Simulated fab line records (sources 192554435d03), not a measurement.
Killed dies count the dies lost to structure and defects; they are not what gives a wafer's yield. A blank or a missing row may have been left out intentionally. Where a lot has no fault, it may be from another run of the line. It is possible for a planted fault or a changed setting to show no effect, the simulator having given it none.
One fault through the eyes of 3 desks + flow n5 finfet + what lay behind the numbers comes last; until then each desk has only its own

== DESK OF THE TOOL OWNER: rie diel-06 ==
The tool's own readings at N5_BEOL_M9_ETCH_66 (etches SOC in N2/H2, target depth 80 nm, overetch 16 nm, time 120 s): means of the sampled wafers that have a number, for each lot that ran on this tool. The brackets show how far a lot's mean lies from the usual mean; more than 4 standard deviations puts the lot out of limits, marked OUT.
Columns: A = drypump motor current A at N5_BEOL_M9_ETCH_66, usual 5.6 A; B = n2 flow sccm at N5_BEOL_M9_ETCH_66, usual 199.9 sccm; C = oes product au at N5_BEOL_M9_ETCH_66, usual 0.59 a.u.; D = rf vpp V at N5_BEOL_M9_ETCH_66, usual 523.3 V; E = showerhead plenum p Torr at N5_BEOL_M9_ETCH_66, usual 2.52 Torr; F = throttle valve pct at N5_BEOL_M9_ETCH_66, usual 17.80 %
| lot  | first seen here | A   | B     | C    | D     | E    | F     |
|------|-----------------|-----|-------|------|-------|------|-------|
| L528 | day 9 17:40     | 5.8 | 199.2 | 0.61 | 520.3 | 2.44 | 17.76 |
| L529 | day 10 02:05    | 5.4 | 200.0 | 0.60 | 521.6 | 2.47 | 17.69 |
| L535 | day 11 19:09    | 5.4 | 200.3 | 0.59 | 521.1 | 2.46 | 17.71 |
| L538 | day 12 06:19    | 5.3 | 200.3 | 0.60 | 524.3 | 2.54 | 17.63 |
This desk's finding: nothing out of limits on any of the 4 lots.

== THE METROLOGY DESK ==
What the gauges read for every lot (on any tool): the sampled wafers with a number, averaged. The brackets show how far a lot's mean lies from the usual mean; more than 4 standard deviations puts the lot out of limits, marked OUT.
Columns: A = cd nm at N5_BEOL_M9_CD_MEAS_28, usual 70.02 nm; B = V8_OVL at N5_BEOL_M9_OVL_MEAS_29, usual 0.3 nm
| lot  | first seen here | A     | B   |
|------|-----------------|-------|-----|
| L528 | day 9 17:28     | 69.78 | 0.6 |
| L529 | day 10 01:53    | 70.09 | 0.8 |
| L535 | day 11 18:57    | 70.39 | 1.0 |
| L537 | day 12 05:39    | 69.88 | 0.8 |
| L538 | day 12 05:44    | 69.93 | 0.3 |
| L550 | day 16 01:01    | 70.00 | 0.9 |
This desk's finding: nothing out of limits on any of the 6 lots.

== THE DEFECT DESK ==
What the inspections along the route counted, lot by lot: means of the sampled wafers that have a number. The brackets show how far a lot's mean lies from the usual mean; more than 4 standard deviations puts the lot out of limits, marked OUT.
Columns: A = raw defect count at N5_BEOL_M9_INSPECT_30, usual 430
| lot  | first seen here | A   |
|------|-----------------|-----|
| L528 | day 9 17:34     | 411 |
| L529 | day 10 01:59    | 432 |
| L535 | day 11 19:02    | 431 |
| L537 | day 12 05:44    | 418 |
| L538 | day 12 05:49    | 433 |
| L550 | day 16 01:06    | 415 |
This desk's finding: nothing out of limits on any of the 6 lots.

== PUT TOGETHER ==
Nothing out of limits was seen by the tool owner's desk.
Metrology desk: nothing out of limits seen.
The defect desk saw nothing out of limits.

== WHAT THE SIMULATOR PUT IN ==
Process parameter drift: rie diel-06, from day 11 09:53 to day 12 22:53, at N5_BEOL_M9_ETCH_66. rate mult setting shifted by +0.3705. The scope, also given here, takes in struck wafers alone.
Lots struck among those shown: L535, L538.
